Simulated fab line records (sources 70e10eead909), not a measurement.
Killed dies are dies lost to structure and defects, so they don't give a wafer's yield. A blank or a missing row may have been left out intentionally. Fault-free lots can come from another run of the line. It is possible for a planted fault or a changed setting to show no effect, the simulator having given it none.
Which of the tools did it? -- flow nandHarc -- 6 lots with 18 wafers sampled at 4 steps, on a route of 1302 steps

WHAT THE GAUGES READ, wafer by wafer
NHARC_A_ONON_D2_THK_MEAS_11: measures by ellipsometry.
lot,measured,on,thkNm (nm)
L796,day 13 17:07,filmMetro-02,978 977 979
L799,day 15 06:39,filmMetro-01,1009 1008 1011
L800,day 15 18:10,filmMetro-02,1006 1005 1006
L802,day 16 08:30,filmMetro-02,1002 1000 1001
L809,day 19 11:22,filmMetro-01,704 703 705
L815,day 21 10:01,filmMetro-02,993 993 992

WHAT TOOL EACH LOT RAN ON (gives the tool, then ch and the chambers of the sampled wafers, and finally the start)
lot,NHARC_A_CHANNEL_FILL_D1_ALD_02,NHARC_A_DECK1_JOINT_ETCHBACK_00,NHARC_A_ONON_D2_DEP_09
L796,"aldHk-02 ch 0,2,3, day 10 03:24","rieSi-04 ch 0,1,3, day 12 14:31","pecvdOnon-02 ch 0, day 13 16:36"
L799,"aldHk-03 ch 0,1,3, day 11 10:05","rieSi-04 ch 0,1,3, day 14 00:22","pecvdOnon-04 ch 0, day 15 06:08"
L800,"aldHk-02 ch 1,2,3, day 11 14:28","rieSi-05 ch 0,2, day 14 16:49","pecvdOnon-02 ch 0, day 15 17:43"
L802,"aldHk-01 ch 0,1,3, day 12 14:46","rieSi-04 ch 0,1,3, day 15 02:28","pecvdOnon-01 ch 0, day 16 07:59"
L809,"aldHk-01 ch 0,3, day 15 18:23","rieSi-06 ch 1,2,3, day 18 05:58","pecvdOnon-02 ch 0, day 19 10:54"
L815,"aldHk-01 ch 1,2, day 17 23:36","rieSi-05 ch 1,2,3, day 20 09:38","pecvdOnon-04 ch 0, day 21 09:29"
- NHARC_A_CHANNEL_FILL_D1_ALD_02: deposits SiO2, target thk 6 nm, pulse time 10 s, ald cycles 60.
- NHARC_A_DECK1_JOINT_ETCHBACK_00: etches the open film in HBr, target depth 30 nm, time 17.4 s.
- NHARC_A_ONON_D2_DEP_09: target thk 1000 nm.

THE ANSWER, worked out from the rows above alone
Rule: the lots themselves supply what counts as usual. The widest of any qualifying gaps counts: lots, ordered by their means at a reading, are off when they make up no more than a third of the lots, leave a main group of 4 or more, and stand apart from it by 3 or more times the standard deviation of that group's means. A main group is skipped when, at the precision printed for the reading in the tables above, its means are all equal. Also off: a lot with no number at a reading for which 4 or more lots have one. The other lots that the step has rows for count as sound.
Off at NHARC_A_ONON_D2_THK_MEAS_11 (thkNm): L809. Main group: mean 997 nm, sd 11.
A tool fits if, at a process step before that reading, it ran every lot that is off, and no sound lot after the first of them. Those tools and the gauges at NHARC_A_ONON_D2_THK_MEAS_11 are tried in the same way. Can't be told from this: 3 tools fit, rieSi-06 at NHARC_A_DECK1_JOINT_ETCHBACK_00, pecvdOnon-02 at NHARC_A_ONON_D2_DEP_09, filmMetro-01 at NHARC_A_ONON_D2_THK_MEAS_11.

WHAT HAD BEEN PUT IN BY THE SIMULATOR
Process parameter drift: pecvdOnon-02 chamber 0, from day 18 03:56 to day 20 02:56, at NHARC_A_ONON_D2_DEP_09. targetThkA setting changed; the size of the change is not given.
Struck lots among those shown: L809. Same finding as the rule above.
